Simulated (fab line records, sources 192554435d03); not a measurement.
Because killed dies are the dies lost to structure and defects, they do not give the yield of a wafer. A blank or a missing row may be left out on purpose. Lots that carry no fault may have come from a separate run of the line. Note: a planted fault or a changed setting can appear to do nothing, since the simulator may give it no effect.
Struck lot and sound lot, side by side | flow n5 finfet | 19 out of 1938 route steps
Sound: these wafers, L749.3, L749.4, L749.5. Struck: wafer L758.6; the same lot's L758.5 was not struck, so it is left out; see the end for the cause.
Order at every step that has rows: each side's tool, ch and its chambers, its first start. Under that, the readings that differ: sound wafers | struck wafers | difference of the means | sigmas: that difference in standard deviations of wafers without a fault.
alike: same words and numbers on both sides, and readings whose means sit less than 2 such deviations apart. not compared: any withheld reading, any reading some wafer has no value for, any bound like >300 that may hide the same value, and any number with overlapping values for which the record gives no deviation.
A row with sigmas, a row that says differs or no value, or rows on one side alone: a step with any of these is where the two part. Numbers that don't overlap but have no deviation are shown without sigmas and don't part them. A reading that every wafer of one side lacks parts them only if that side has two wafers or more.

first, 7 steps without rows for these wafers: N5_SD_EPI_N_COAT_33 (time 60 s, resist thk 35 nm); N5_SD_EPI_N_COAT_03 (resist thk 150 nm); N5_SD_EPI_N_EBR_05; N5_SD_EPI_N_SOFTBAKE_04 (time 60 s); N5_SD_EPI_N_EXPOSE_06 (exposes mask SD N BLK, target cd 120 nm); N5_SD_EPI_N_PEB_07 (peb time 60 s); N5_SD_EPI_N_DEVELOP_08 (develop time 30 s).
N5_SD_EPI_N_CD_MEAS_09: the cd target is 120 nm.
  sound on cd sem-01 ch 0, day 4 14:20; struck on cd sem-02 ch 0, day 6 18:37
  alike: cd nm
N5_SD_EPI_N_OVL_MEAS_10:
  sound on overlay-02 ch 0, day 4 14:21; struck on overlay-02 ch 0, day 6 18:39
  alike: SD_N_BLK_OVL
N5_SD_EPI_N_INSPECT_11: inspects for defects (macro).
  sound: defect inspect-02 at day 4 14:23; struck: defect inspect-01 at day 6 18:40
  alike: raw defect count
N5_SD_EPI_N_DESCUM_14: chemistry O2, time 7.9 s.
  sound on rie diel-04 ch 1,3, day 4 14:31; struck on rie diel-04 ch 1, day 6 18:46
  alike: drypump motor current A, oes product au, rf vpp V, showerhead plenum p Torr, throttle valve pct
  not compared: rf hours counter h
N5_SD_EPI_N_ETCH_34: etches SiARC in CF4, target depth 45.5 nm, time 75.8 s.
  sound on rie diel-04 ch 1,3, day 4 14:34; struck on rie diel-04 ch 1, day 6 18:49
  alike: cf4 flow sccm, drypump motor current A, etch rf on time s, oes product au, rf vpp V, showerhead plenum p Torr, throttle valve pct
  not compared: rf hours counter h
N5_SD_EPI_N_ETCH_35: etches SOC in N2/H2, overetch 108 nm, time 486 s.
  sound on rie diel-04 ch 1,3, day 4 14:37; struck on rie diel-04 ch 1, day 6 19:00
  reading                                     | sound             | struck | difference | sigmas
  rf vpp V (V)                                | 239.7 241.7 242.1 | 243.7  | +2.5       | +2
  model.SiARC_of_SD_EPI_N_COAT_33.thk nm (nm) | 20.2 19.6 19.8    | 18.6   | -1.3       |
  alike: drypump motor current A, oes product au, showerhead plenum p Torr, throttle valve pct
  not compared: rf hours counter h
then, 1 step without rows for these wafers: N5_SD_EPI_N_STRIP_36 (strips in N2/H2).
N5_SD_EPI_N_ETCHBACK_44: etches SiNx in CH3F/O2, stops on SiO2, target depth 14.5 nm.
  sound on rie diel-04 ch 1,3, day 4 14:56; struck on rie diel-04 ch 1, day 6 19:13
  alike: drypump motor current A, oes product au, rf vpp V, showerhead plenum p Torr, throttle valve pct
  not compared: rf hours counter h
N5_SD_EPI_N_ETCH_45: etches SiOCN in CH3F/O2, target depth 6 nm.
  sound on rie diel-04 ch 1,3, day 4 15:02; struck on rie diel-04 ch 1, day 6 19:19
  alike: drypump motor current A, oes product au, rf vpp V, showerhead plenum p Torr, throttle valve pct
  not compared: rf hours counter h
N5_SD_EPI_N_ETCH_16: etches SiO2 in CHF3/O2, target depth 5 nm.
  sound on rie diel-04 ch 1,3, day 4 15:08; struck on rie diel-04 ch 1, day 6 19:23
  reading                                     | sound        | struck | difference | sigmas
  model.SiARC_of_SD_EPI_N_COAT_33.thk nm (nm) | 13 12.4 12.4 | 11.2   | -1.4       |
  alike: drypump motor current A, oes product au, rf vpp V, showerhead plenum p Torr, throttle valve pct
  not compared: rf hours counter h
then, 1 step without rows for these wafers: N5_SD_EPI_N_STRIP_47 (strips in CHF3/O2).
-- record jumps: 5 days separate the struck wafers' starts on either side; left off in module SD_EPI_N, taken up again in module BEOL_M4, whose first shown step is the route's number 1111 --
N5_BEOL_M4_RC_MEAS_101:
  sound on prober-01 ch 0, day 9 11:58; struck on prober-02 ch 0, day 11 20:32
  alike: DIBL_N, DIBL_P, IOFF_N, IOFF_P, ION_N, ION_P, SS_N, SS_P, VT_N, VT_P

WHERE THEY PART
Only at N5_SD_EPI_N_ETCH_35, as far as this record shows. Later steps at which nothing parts them and some readings are alike: N5_SD_EPI_N_ETCHBACK_44, N5_SD_EPI_N_ETCH_45, N5_SD_EPI_N_ETCH_16, N5_BEOL_M4_RC_MEAS_101.

WHY: what had been put in by the simulator
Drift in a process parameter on rie diel-04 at N5_SD_EPI_N_ETCH_35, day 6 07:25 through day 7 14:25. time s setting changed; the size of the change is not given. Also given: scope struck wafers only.
